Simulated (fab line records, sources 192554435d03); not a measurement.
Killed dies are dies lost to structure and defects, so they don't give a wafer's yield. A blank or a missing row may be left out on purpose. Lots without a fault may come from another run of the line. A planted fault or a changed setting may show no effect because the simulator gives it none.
fab line records | flow n5_finfet
record lots=6 wafers=16 last_day=17
route steps=1938 shown BEOL_M1@826 BEOL_M4@1111
lots that met no fault: from a run of the same line without faults
start_h: hours from the record's first day to the start of the lot's first wafer shown | wait_h: hours since the lot's step before | " the same as in the row above | L1.1+2: a row that stands for several wafers | - no value, or no start given | * or withheld: withheld | < > ~ a bound
route shown NAME@n: a module of which the file shows steps, and the number in the route of the first | usual: mean/standard deviation of fault-free wafers | same: alike in all rows | chamber/n: place in a boat | sites: the reading at each site | _std_site: their standard deviation | _edge_site: outer sites' mean less inner sites' | radius_mm: how far each site lies from the wafer's centre | mask NAME#n: copy n | behind: the tool/chamber that last shaped the wafer | hold: why the lot was held/for how many hours/how that ended | device: the transistor (n, p or np) that didn't switch | end of line: the same wafers' tests at the end of the route | a step without rows: its recipe alone | killed: dies lost to structure and defects at the first sort, not the wafer's yield | map: a wafer's dies, x killed, . not, _ none there
set.NAME: the setting as run; set.NAME@STEP: as run at that earlier step | model.NAME: the simulator's own value behind a step, which no gauge read
lots at some steps of the route; a table a step, a row a wafer
services: from which hour (start_h, from the record's first day; less than 0 if before it) a tool's chamber was out of use, for how many hours, and why
## steps
# step N5_BEOL_M1_SPUTTER_92
# recipe material=Cu target_thk_a=45 temp_c=-20 chamber_pressure_pa=0.07 power_w=withheld time_s=8.29
# step N5_BEOL_M1_ANNEAL_93
# recipe temp_c=400 time_s=240 ambient=vacuum
# usual heater_power_w=829/66
# columns lot.wafer tool chamber start_h wait_h heater_power_w
L696.2 pvd_sputter-02 - 160.25 0.0 863
L696.3 " - " " 1019
L696.4 " - " " 804
L697.2 pvd_sputter-03 - 174.04 0.0 821
L697.5 " - " " 826
L697.6 " - " " 807
L698.5 pvd_sputter-01 - 175.41 0.1 780
L698.6 " - " " 783
L700.3 pvd_sputter-01 - 201.61 0.0 848
L700.6 " - " " 807
L708.4 pvd_sputter-03 - 238.78 0.0 860
L708.5 " - " " 738
L708.6 " - " " 846
L711.1 pvd_sputter-02 - 263.62 0.0 836
L711.3 " - " " 1005
L711.4 " - " " 951
# step N5_BEOL_M1_SPUTTER_94
# recipe material=Cu target_thk_a=45 temp_c=-20 chamber_pressure_pa=0.07 power_w=withheld time_s=8.29
# step N5_BEOL_M1_ANNEAL_95
# recipe temp_c=400 time_s=240 ambient=vacuum
# usual heater_power_w=829/69
# columns lot.wafer tool chamber start_h wait_h heater_power_w
L696.2 pvd_sputter-02 - 160.47 0.0 879
L696.3 " - " " 1042
L696.4 " - " " 801
L697.2 pvd_sputter-03 - 174.26 0.0 804
L697.5 " - " " 850
L697.6 " - " " 820
L698.5 pvd_sputter-01 - 175.63 0.1 767
L698.6 " - " " 795
L700.3 pvd_sputter-01 - 201.83 0.0 855
L700.6 " - " " 813
L708.4 pvd_sputter-03 - 239.00 0.0 815
L708.5 " - " " 725
L708.6 " - " " 824
L711.1 pvd_sputter-02 - 263.84 0.0 870
L711.3 " - " " 1024
L711.4 " - " " 946
# step N5_BEOL_M1_SPUTTER_96
# recipe material=Cu target_thk_a=45 temp_c=-20 chamber_pressure_pa=0.07 power_w=withheld time_s=8.29
# usual substrate_temp_c=-19.98/0.1 throttle_valve_pct=30.0/1.2
# columns lot.wafer tool chamber start_h wait_h substrate_temp_c throttle_valve_pct
L696.2 pvd_sputter-02 - 160.61 0.1 -19.97 29.2
L696.3 " - " " -20.02 29.9
L696.4 " - " " -19.86 29.6
L697.2 pvd_sputter-03 - 174.40 0.1 -19.75 31.9
L697.5 " - " " -20.10 28.2
L697.6 " - " " -20.10 31.9
L698.5 pvd_sputter-01 - 175.74 0.0 -20.15 30.2
L698.6 " - " " -20.09 29.0
L700.3 pvd_sputter-01 - 201.97 0.1 -19.83 31.2
L700.6 " - " " -19.94 31.1
L708.4 pvd_sputter-03 - 239.14 0.1 -19.85 28.3
L708.5 " - " " -19.86 30.9
L708.6 " - " " -20.19 28.1
L711.1 pvd_sputter-02 - 263.98 0.1 -19.96 29.3
L711.3 " - " " -19.97 29.8
L711.4 " - " " -19.96 30.8
# step N5_BEOL_M1_ECD_50
# recipe material=Cu target_thk_a=3000
# step N5_BEOL_M1_ANNEAL_51
# recipe temp_c=225 time_s=90 ambient=N2
# step N5_BEOL_M1_CMP_52
# recipe stop_on=SiOC t_overpolish_s=6.8 down_force_psi=1 platen_rpm=50 clearing_platen_down_force_psi=1.5 clearing_platen_rpm=50 post_cmp_clean=cu_alkaline target_thk_nm=40 clearing_platen_pad_velocity_m_s=0.99484 pad_velocity_m_s=0.99484
# usual barrier_field_endpoint_s=24.8/0.59 motor_current_A=5.9/0.42 overpolish_run_s=6.801/0.009 time_to_endpoint_s=62.4/2.4
# columns lot.wafer tool chamber start_h wait_h barrier_field_endpoint_s motor_current_A overpolish_run_s time_to_endpoint_s
L696.4 cmp-02 3 161.14 0.2 24.8 5.8 6.791 59.3
L696.2 " 0 " " 24.8 5.2 6.792 62.1
L696.3 " 1 " " 25.0 6.1 6.815 63.3
L697.2 cmp-01 2 175.02 0.3 24.8 6.2 6.814 64.0
L697.6 " 3 " " 25.9 5.6 6.802 67.3
L697.5 " 0 " " 24.8 5.4 6.794 61.5
L698.5 cmp-03 0 176.35 0.2 25.8 6.0 6.809 65.8
L698.6 " 1 " " 25.6 6.9 6.796 69.2
L700.3 cmp-02 3 202.72 0.2 24.7 6.0 6.809 62.1
L700.6 " 0 " " 24.6 5.4 6.798 59.5
L708.4 cmp-03 3 239.68 0.2 24.5 5.0 6.785 62.5
L708.5 " 2 " " 24.9 5.9 6.799 62.2
L708.6 " 3 " " 24.5 5.2 6.817 60.9
L711.1 cmp-01 3 264.51 0.3 24.8 5.6 6.815 64.5
L711.4 " 0 " " 26.3 5.0 6.814 63.0
L711.3 " 1 " " 25.6 5.6 6.794 63.2
# step N5_BEOL_M1_THK_MEAS_53
# recipe thk_meas_gauge=xrf reads=Cu_of_BEOL_M1_ECD_50
# usual M1_THK=40.0/1.5
# columns lot.wafer tool chamber start_h wait_h M1_THK[nm]
L696.2 film_metro-02 - 161.40 - 37.9
L696.3 " - " " 39.7
L696.4 " - " " 39.1
L697.2 film_metro-02 - 175.20 - 40.8
L697.5 " - " " 43.0
L697.6 " - " " 42.4
L698.5 film_metro-02 - 176.49 - 40.8
L698.6 " - " " 40.7
L700.3 film_metro-02 - 203.01 - 40.6
L700.6 " - " " 41.9
L708.4 film_metro-02 - 239.94 - 40.7
L708.5 " - " " 41.7
L708.6 " - " " 41.0
L711.1 film_metro-02 - 264.77 - 39.0
L711.3 " - " " 37.7
L711.4 " - " " 38.5
# step N5_BEOL_M1_PRE_CLEAN_60
# recipe gas=NH3/H2 time_s=15 temp_c=* rf_power_w=300
# usual heater_power_w=93/16
# columns lot.wafer tool chamber start_h wait_h heater_power_w
L696.2 cvd_co-01 0 161.43 0.0 120
L696.3 " 1 " " 102
L696.4 " 0 " " 119
L697.2 cvd_co-01 0 175.24 0.0 121
L697.5 " 1 " " 103
L697.6 " 0 " " 122
L698.5 cvd_co-01 1 176.55 0.1 104
L698.6 " 2 " " 82
L700.3 cvd_co-02 1 203.05 0.0 67
L700.6 " 0 " " 88
L708.4 cvd_co-01 2 239.99 0.1 83
L708.5 " 0 " " 121
L708.6 " 1 " " 104
L711.1 cvd_co-01 0 264.81 0.0 121
L711.3 " 1 " " 106
L711.4 " 2 " " 85
# step N5_BEOL_M1_CO_CAP_55
# recipe material=Co target_thk_a=20 temp_c=200 precursor=CCTBA/H2 pressure_torr=30 time_s=102.1
# step N5_BEOL_M1_PRE_CLEAN_56
# recipe gas=NH3 time_s=15 temp_c=withheld rf_power_w=300
# step N5_BEOL_M1_DEP_57
# recipe material=SiCN target_thk_a=80 temp_c=withheld precursor=3MS/NH3 pressure_torr=3 rf_w=202 time_s=14
# usual showerhead_plenum_p_Torr=3.662/0.012 throttle_valve_pct=8.9/0.4
# columns lot.wafer tool chamber start_h wait_h showerhead_plenum_p_Torr throttle_valve_pct model.SiCN_of_BEOL_M1_DEP_57.thk_nm
L696.2 pecvd-04 2 161.59 0.0 3.645 8.0 8
L696.3 " 0 " " 3.690 8.7 7.8
L696.4 " 0 " " 3.678 8.8 8
L697.2 pecvd-03 0 175.39 0.0 3.668 9.4 8
L697.5 " 1 " " 3.654 8.5 8.2
L697.6 " 0 " " 3.668 9.2 8
L698.5 pecvd-03 2 176.70 0.0 3.664 8.7 11.4
L698.6 " 1 " " 3.641 8.4 11.2
L700.3 pecvd-03 0 203.24 0.0 3.681 9.4 8
L700.6 " 0 " " 3.674 9.5 11.4
L708.4 pecvd-02 2 240.14 0.0 3.664 8.4 8
L708.5 " 0 " " 3.655 9.2 8
L708.6 " 1 " " 3.666 9.5 8
L711.1 pecvd-02 2 264.96 0.0 3.662 8.6 8.2
L711.3 " 1 " " 3.669 9.3 8
L711.4 " 1 " " 3.666 9.2 8
# step N5_BEOL_M1_RS_MEAS_58
# recipe thk_meas_gauge=four-point-probe reads=Co_of_BEOL_M1_CO_CAP_55+Cu_of_BEOL_M1_ECD_50+Co_of_BEOL_M1_CVD_47+TaN_of_BEOL_M1_ALD_84
# usual M1_RS=0.66/0.033
# columns lot.wafer tool chamber start_h wait_h M1_RS[ohm/sq]
L696.2 film_metro-02 - 161.66 0.1 0.70
L696.3 " - " " 0.65
L696.4 " - " " 0.67
L697.2 film_metro-02 - 175.46 0.1 0.65
L697.5 " - " " 0.60
L697.6 " - " " 0.61
L698.5 film_metro-02 - 176.75 0.0 0.64
L698.6 " - " " 0.63
L700.3 film_metro-01 - 203.31 0.1 0.64
L700.6 " - " " 0.62
L708.4 film_metro-01 - 240.20 0.0 0.64
L708.5 " - " " 0.62
L708.6 " - " " 0.63
L711.1 film_metro-02 - 265.03 0.0 0.67
L711.3 " - " " 0.70
L711.4 " - " " 0.68
# step N5_BEOL_M4_RC_MEAS_101
# usual DIBL_N=36.4/1.5 DIBL_P=35.8/1.7 IOFF_N=0.154/0.022 IOFF_P=0.21/0.031 ION_N=672/8.8 ION_P=462/7.2 SS_N=71.5/0.53 SS_P=73.2/0.62 VT_N=250.4/2.5 VT_P=-250/3.5
# columns lot.wafer tool chamber start_h wait_h DIBL_N[mV/V] DIBL_P[mV/V] IOFF_N[nA/um] IOFF_P[nA/um] ION_N[uA/um] ION_P[uA/um] SS_N[mV/dec] SS_P[mV/dec] VT_N[mV] VT_P[mV]
L696.2 prober-02 0 205.52 0.2 33.6 32.8 0.124 0.20 673 475 70.7 72.4 251.4 -246
L696.3 " 0 " " 34.8 34.0 0.140 0.21 662 461 71.3 73.2 252.0 -248
L696.4 " 0 " " 34.2 34.0 0.140 0.21 668 469 71.1 73.1 247.1 -247
L697.2 prober-02 0 219.89 0.2 35.7 33.8 0.141 0.18 669 457 70.5 72.7 252.3 -253
L697.5 " 0 " " 35.9 34.2 0.141 0.18 666 455 71.4 73.0 252.5 -251
L697.6 " 0 " " 37.3 35.1 0.159 0.19 668 454 72.0 72.9 250.3 -254
L698.5 prober-02 0 224.20 0.6 36.7 34.9 0.166 0.22 697 471 71.5 73.0 247.9 -247
L698.6 " 0 " " 34.4 32.2 0.124 0.18 669 462 71.7 72.1 251.4 -251
L700.3 prober-01 0 246.58 0.3 34.6 34.8 0.120 0.17 662 454 71.5 71.9 254.8 -255
L700.6 " 0 " " 34.3 34.1 0.112 0.16 663 458 71.4 72.6 255.3 -252
L708.4 prober-02 0 285.46 0.5 35.3 34.8 0.137 0.23 672 467 71.5 73.1 252.2 -247
L708.5 " 0 " " 35.7 35.2 0.143 0.24 667 469 71.1 73.3 249.8 -247
L708.6 " 0 " " 36.3 35.3 0.155 0.24 672 468 72.1 73.1 250.5 -244
L711.1 prober-02 0 298.66 0.0 38.1 36.5 0.159 0.24 679 471 72.0 73.6 251.9 -247
L711.3 " 0 " " 37.6 34.8 0.145 0.21 666 459 72.1 73.8 253.2 -250
L711.4 " 0 " " 38.3 35.9 0.155 0.24 674 468 71.9 73.8 252.3 -247
## services
# columns tool chamber start_h hours kind
cmp-01 - 138.90 2.0 repair
pecvd-03 1 155.97 5.5 scheduled_down
cmp-01 - 161.14 0.8 repair
pecvd-02 - 163.34 0.8 repair
pecvd-02 0 166.71 11.2 repair
cvd_co-01 - 178.50 1.1 repair
pecvd-04 1 191.46 8.1 repair
pecvd-02 0 192.78 9.0 repair
pvd_sputter-01 - 194.82 4.9 repair
cmp-03 - 198.46 4.0 pm
pecvd-03 2 202.40 - clean
pecvd-03 2 202.40 - consumable_replace:showerhead
pecvd-03 2 202.40 29.0 scheduled_down
pecvd-03 2 202.40 29.0 vent_cycle
cmp-03 - 202.46 - consumable_replace:conditioner
cmp-03 - 202.46 - consumable_replace:pad
cmp-01 - 208.84 35.8 repair
pecvd-02 2 220.68 2.1 scheduled_down
pecvd-02 - 227.27 0.8 repair
cmp-02 - 227.95 2.5 repair
cvd_co-01 - 233.89 1.6 repair
cvd_co-01 1 235.94 3.0 repair
cvd_co-02 - 239.66 6.9 pm
cmp-02 - 258.39 1.6 repair
## key
first_sign none at tools or gauges
model_effect step=N5_BEOL_M1_DEP_57 value=SiCN_of_BEOL_M1_DEP_57.thk_nm without=8.133 struck=11.33
met_at N5_BEOL_M1_DEP_57
struck_wafers L698.5,L698.6,L700.6
onset_between 175.39 176.70
fault kind=process_parameter_drift tool=pecvd-03 chamber=- onset_h=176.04 steps=N5_BEOL_M1_DEP_57 channel=time_s offset=* shape=step end_h=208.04 scope=struck_wafers_only acts_in=* stated=*
